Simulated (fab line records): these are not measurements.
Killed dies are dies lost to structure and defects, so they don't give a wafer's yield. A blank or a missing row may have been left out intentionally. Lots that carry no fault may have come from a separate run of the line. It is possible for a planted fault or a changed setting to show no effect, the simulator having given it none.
Lot-split experiment | flow n5_finfet | 21 wafers read across 7 lots, on a route 1938 steps long

== SPLIT DETAILS ==
At N5_PASSIVATION_EXPOSE_27 (exposes mask PAD, defocus 0 nm), the setting dose_mj was moved away from the recipe's 32.3 on 7 of the 21 wafers read, by -4.1% to +7.0%. The other wafers ran this setting at the recipe's value.

== FROM THE SPLIT TO THE READING: what the file shows between them, 3 steps ==
- N5_PASSIVATION_PEB_28
- N5_PASSIVATION_DEVELOP_29: develop time 60 s
- N5_PASSIVATION_HARDBAKE_31: time 120 s

== THE READING ==
Shown in nm: cd_nm at N5_PASSIVATION_CD_MEAS_30, with target cd 4000 nm. Fault-free wafers of this fab line usually give 4001.2 nm, standard deviation 2.4 nm.

wafer  | tool, chamber at the split | dose_mj as run | against the recipe | cd_nm, nm | against lot-mates on the recipe
L074.2 | krf_scanner-01, 0          | 32.3           | recipe             | 4004.9    | -
L074.3 | krf_scanner-01, 0          | 32.3           | recipe             | 4004.6    | -
L074.6 | krf_scanner-01, 0          | 32.3           | recipe             | 4003.5    | -
L076.1 | krf_scanner-01, 0          | 32.96          | +2.0%              | 4002.2    | +2.3
L076.4 | krf_scanner-01, 0          | 32.3           | recipe             | 3999.9    | -
L076.6 | krf_scanner-01, 0          | 32.96          | +2.0%              | 3999.3    | -0.6
L077.1 | krf_scanner-01, 0          | 33.81          | +4.7%              | 4011.1    | +6.7
L077.4 | krf_scanner-01, 0          | 33.81          | +4.7%              | 4007.8    | +3.4
L077.5 | krf_scanner-01, 0          | 32.3           | recipe             | 4004.4    | -
L081.1 | krf_scanner-02, 0          | 34.55          | +7.0%              | 4007.2    | +9.4
L081.3 | krf_scanner-02, 0          | 34.55          | +7.0%              | 4013.8    | +16.0
L081.5 | krf_scanner-02, 0          | 32.3           | recipe             | 3997.8    | -
L082.2 | krf_scanner-01, 0          | 32.3           | recipe             | 4002.2    | -
L082.4 | krf_scanner-01, 0          | 32.3           | recipe             | 4000.8    | -
L082.5 | krf_scanner-01, 0          | 32.3           | recipe             | 4003.0    | -
L089.1 | krf_scanner-01, 0          | 32.3           | recipe             | 4001.3    | -
L089.2 | krf_scanner-01, 0          | 32.3           | recipe             | 4003.5    | -
L089.3 | krf_scanner-01, 0          | 32.3           | recipe             | 4004.2    | -
L090.2 | krf_scanner-02, 0          | 32.3           | recipe             | 4002.9    | -
L090.3 | krf_scanner-02, 0          | 30.97          | -4.1%              | 3995.4    | -8.4
L090.5 | krf_scanner-02, 0          | 32.3           | recipe             | 4004.7    | -

THE FIT
A straight line over all 21 wafers: cd_nm changes by +1.24 nm for each +1% of dose_mj; r = +0.79; the points scatter about the line by 2.6 nm.
The same after taking each lot's own level away (the mean of its wafers on the recipe; 21 wafers): +1.64 nm for each +1%; r = +0.92; scatter 1.9 nm.
According to that fit, moving dose_mj by its largest amount changes the reading by 11 nm.
The span of the lots' own levels, 3997.80 to 4004.40 nm, comes to 2.7 times the standard deviation stated above.
So the lot-to-lot level blurs the effect unless lot-mates are compared.
Check: with one of the wafers moved furthest among these (+7.0%) left out of the fit, the line predicts +11.6 nm for it against its lot-mates. Against them it came out at +9.4 nm.

== OTHER SPLITS ON THESE WAFERS ==
Note: prior to the reading, these wafers also went through further splits. Each is held against what the fit with the lots' levels taken away leaves over:
other split on the same wafers | wafers away from the commonest value | r with cd_nm (lot level and that fit taken away)
N5_BEOL_M14_SPUTTER_45 power_w | 10                                   | +0.50
N5_MIM_BOT_ETCH_ETCH_04 time_s | 8                                    | +0.15

== FILE'S OWN FIT ==
cd_nm changes by +1.62 nm for each +1% of dose_mj, r = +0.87.
